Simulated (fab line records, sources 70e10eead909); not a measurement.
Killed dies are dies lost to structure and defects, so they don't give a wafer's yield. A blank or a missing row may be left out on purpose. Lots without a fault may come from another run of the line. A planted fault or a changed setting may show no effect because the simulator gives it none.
Which tool did it? | flow nand_harc | 13 lots, 39 wafers sampled, at 5 steps of a route of 1159

WHAT THE GAUGES READ, wafer by wafer
NHARC_P_ZERO_WELL_CD_MEAS_24: target cd 720 nm. Usual: cd_nm 720.2 nm, standard deviation 1.7.
lot  | measured    | on        | cd_nm (nm)        | flag
L593 | day 1 20:35 | cd_sem-01 | 722.7 718.7 720.1 |
L596 | day 2 14:31 | cd_sem-01 | 719.8 721.0 721.8 |
L597 | day 2 20:37 | cd_sem-03 | 722.0 721.9 719.5 |
L598 | day 3 02:28 | cd_sem-03 | 720.8 722.3 719.9 |
L600 | day 3 14:28 | cd_sem-01 | 718.4 720.6 717.6 |
L601 | day 3 20:35 | cd_sem-03 | 719.5 718.2 717.2 |
L602 | day 4 02:40 | cd_sem-01 | 719.9 716.2 720.4 |
L603 | day 4 08:23 | cd_sem-03 | 721.2 719.5 717.7 |
L605 | day 4 20:35 | cd_sem-01 | 709.3 712.0 709.8 | OFF
L606 | day 5 02:20 | cd_sem-01 | 721.2 721.1 720.6 |
L607 | day 5 08:41 | cd_sem-03 | 718.7 719.3 719.8 |
L609 | day 5 20:36 | cd_sem-02 | 716.6 719.9 715.8 |
L615 | day 7 08:28 | cd_sem-03 | 721.7 722.2 719.7 |

NHARC_P_ZERO_WELL_CD_MEAS_52: target cd 2000 nm. Usual: cd_nm 2000.7 nm, standard deviation 1.7.
lot  | measured    | on        | cd_nm (nm)           | flag
L593 | day 1 23:37 | cd_sem-02 | 2002.8 1998.2 2001.2 |
L596 | day 2 17:49 | cd_sem-02 | 1998.7 1999.0 2000.0 |
L597 | day 2 23:38 | cd_sem-03 | 2002.4 2000.1 2000.4 |
L598 | day 3 05:37 | cd_sem-01 | 2003.3 2000.8 2000.5 |
L600 | day 3 17:38 | cd_sem-01 | 2001.1 1999.0 1998.2 |
L601 | day 3 23:53 | cd_sem-02 | 1999.5 1997.3 2001.1 |
L602 | day 4 05:56 | cd_sem-02 | 2000.8 2002.0 2001.5 |
L603 | day 4 11:26 | cd_sem-02 | 2001.4 2000.9 1997.4 |
L605 | day 5 00:06 | cd_sem-02 | 2001.7 2000.8 1999.1 |
L606 | day 5 05:30 | cd_sem-03 | 2003.7 2000.9 2000.8 |
L607 | day 5 11:52 | cd_sem-01 | 1999.0 2002.7 2000.3 |
L609 | day 5 23:45 | cd_sem-03 | 1999.2 2000.2 1998.3 |
L615 | day 7 11:38 | cd_sem-02 | 2002.2 1997.5 2000.3 |

NHARC_P_STI_INSPECT_25. Usual: raw_defect_count 229, standard deviation 68.
lot  | measured    | on                | raw_defect_count | flag
L593 | day 4 02:13 | defect_inspect-01 | 252 238 293      |
L596 | day 4 16:50 | defect_inspect-01 | 214 275 289      |
L597 | day 5 00:40 | defect_inspect-02 | 240 183 159      |
L598 | day 5 00:40 | defect_inspect-01 | 316 267 334      |
L600 | day 5 17:14 | defect_inspect-01 | 213 309 342      |
L601 | day 6 05:43 | defect_inspect-01 | 206 185 288      |
L602 | day 6 13:47 | defect_inspect-01 | 214 167 233      |
L603 | day 6 13:47 | defect_inspect-02 | 134 205 216      |
L605 | day 7 01:24 | defect_inspect-02 | 143 335 271      |
L606 | day 7 01:24 | defect_inspect-01 | 227 212 245      |
L607 | day 7 19:26 | defect_inspect-02 | 194 214 238      |
L609 | day 7 23:32 | defect_inspect-01 | 290 266 369      |
L615 | day 9 15:04 | defect_inspect-02 | 233 201 280      |

WHICH TOOL RAN EACH LOT (tool, then ch and the chambers of the sampled wafers, then the start)
lot  | NHARC_P_ZERO_WELL_EXPOSE_21      | NHARC_P_STI_DESCUM_14
L593 | krf_scanner-02 ch 0, day 1 20:26 | rie_diel-01 ch 1,2,3, day 2 22:24
L596 | krf_scanner-01 ch 0, day 2 14:22 | rie_diel-01 ch 0,2,3, day 3 12:38
L597 | krf_scanner-04 ch 0, day 2 20:27 | rie_diel-05 ch 0,2, day 3 19:38
L598 | krf_scanner-02 ch 0, day 3 02:18 | rie_diel-05 ch 0,1,2, day 3 19:49
L600 | krf_scanner-04 ch 0, day 3 14:18 | rie_diel-11 ch 0,1, day 4 10:58
L601 | krf_scanner-01 ch 0, day 3 20:26 | rie_diel-05 ch 0,2,3, day 4 17:25
L602 | krf_scanner-02 ch 0, day 4 02:31 | rie_diel-01 ch 0,1, day 5 01:49
L603 | krf_scanner-02 ch 0, day 4 08:14 | rie_diel-11 ch 1,3, day 5 01:38
L605 | krf_scanner-02 ch 0, day 4 20:26 | rie_diel-11 ch 1,3, day 5 20:03
L606 | krf_scanner-02 ch 0, day 5 02:11 | rie_diel-01 ch 1,2, day 5 19:53
L607 | krf_scanner-01 ch 0, day 5 08:31 | rie_diel-01 ch 1,2, day 6 12:01
L609 | krf_scanner-04 ch 0, day 5 20:27 | rie_diel-05 ch 0,1,2, day 6 20:08
L615 | krf_scanner-01 ch 0, day 7 08:19 | rie_diel-05 ch 0,1, day 8 06:36
- NHARC_P_ZERO_WELL_EXPOSE_21: exposes mask P NWELL, target cd 720 nm.
- NHARC_P_STI_DESCUM_14: chemistry O2, time 3 s.

WHAT THE TOOLS THEMSELVES READ (means of the sampled wafers that have a number; where no wafer has one, the mark that the record gives instead)
NHARC_P_STI_DESCUM_14. Usual: drypump_motor_current_A 5.7 A, standard deviation 0.47; oes_product_au 1.001 a.u., standard deviation 0.01; rf_vpp_V 57.7 V, standard deviation 0.8; showerhead_plenum_p_Torr 1.92 Torr, standard deviation 0.078; throttle_valve_pct 11.311 %, standard deviation 0.0091.
lot  | tool        | drypump_motor_current_A (A) | oes_product_au (a.u.) | rf_vpp_V (V) | showerhead_plenum_p_Torr (Torr) | throttle_valve_pct (%) | flag
L593 | rie_diel-01 | 6.1                         | 0.991                 | 57.7         | 1.87                            | 11.312                 |
L596 | rie_diel-01 | 6.2                         | 1.009                 | 57.6         | 1.90                            | 11.305                 |
L597 | rie_diel-05 | 5.3                         | 0.997                 | 57.6         | 1.97                            | 11.318                 |
L598 | rie_diel-05 | 5.6                         | 1.000                 | 57.9         | 1.92                            | 11.302                 |
L600 | rie_diel-11 | 5.5                         | 1.008                 | 58.1         | 2.04                            | 11.307                 |
L601 | rie_diel-05 | 5.6                         | 0.992                 | 58.4         | 1.96                            | 11.307                 |
L602 | rie_diel-01 | 6.5                         | 1.004                 | 58.3         | 1.94                            | 11.317                 |
L603 | rie_diel-11 | 5.4                         | 1.000                 | 58.3         | 1.99                            | 11.317                 |
L605 | rie_diel-11 | 5.2                         | 0.999                 | 57.4         | 1.92                            | 11.310                 |
L606 | rie_diel-01 | 6.2                         | 1.002                 | 57.4         | 1.86                            | 11.309                 |
L607 | rie_diel-01 | 6.1                         | 0.996                 | 56.1         | 1.86                            | 11.306                 |
L609 | rie_diel-05 | 5.6                         | 0.996                 | 57.6         | 1.92                            | 11.309                 |
L615 | rie_diel-05 | 5.8                         | 0.999                 | 57.2         | 1.87                            | 11.315                 |

THE ANSWER, worked out from the rows above alone
Rule: a lot is off if the mean of its wafers that have a number lies more than 3 standard deviations from the usual mean. A lot without any number at a reading at which 4 lots or more have one is off too. The other lots that the step has rows for count as sound. The gauges are gone through in route order, then the tools' own readings, and for those a lot's mean is taken as printed above. The first step at which some lot is off is used, and at that step the reading that is off furthest; a lot without a number counts as furthest.
Off: L605, at NHARC_P_ZERO_WELL_CD_MEAS_24 (cd_nm).
A tool fits if, at a process step before that reading, it ran every lot that is off, and no sound lot after the first of them. The gauges at NHARC_P_ZERO_WELL_CD_MEAS_24 are tried like those tools. None of those tried fits.

WHAT THE SIMULATOR HAD PUT IN
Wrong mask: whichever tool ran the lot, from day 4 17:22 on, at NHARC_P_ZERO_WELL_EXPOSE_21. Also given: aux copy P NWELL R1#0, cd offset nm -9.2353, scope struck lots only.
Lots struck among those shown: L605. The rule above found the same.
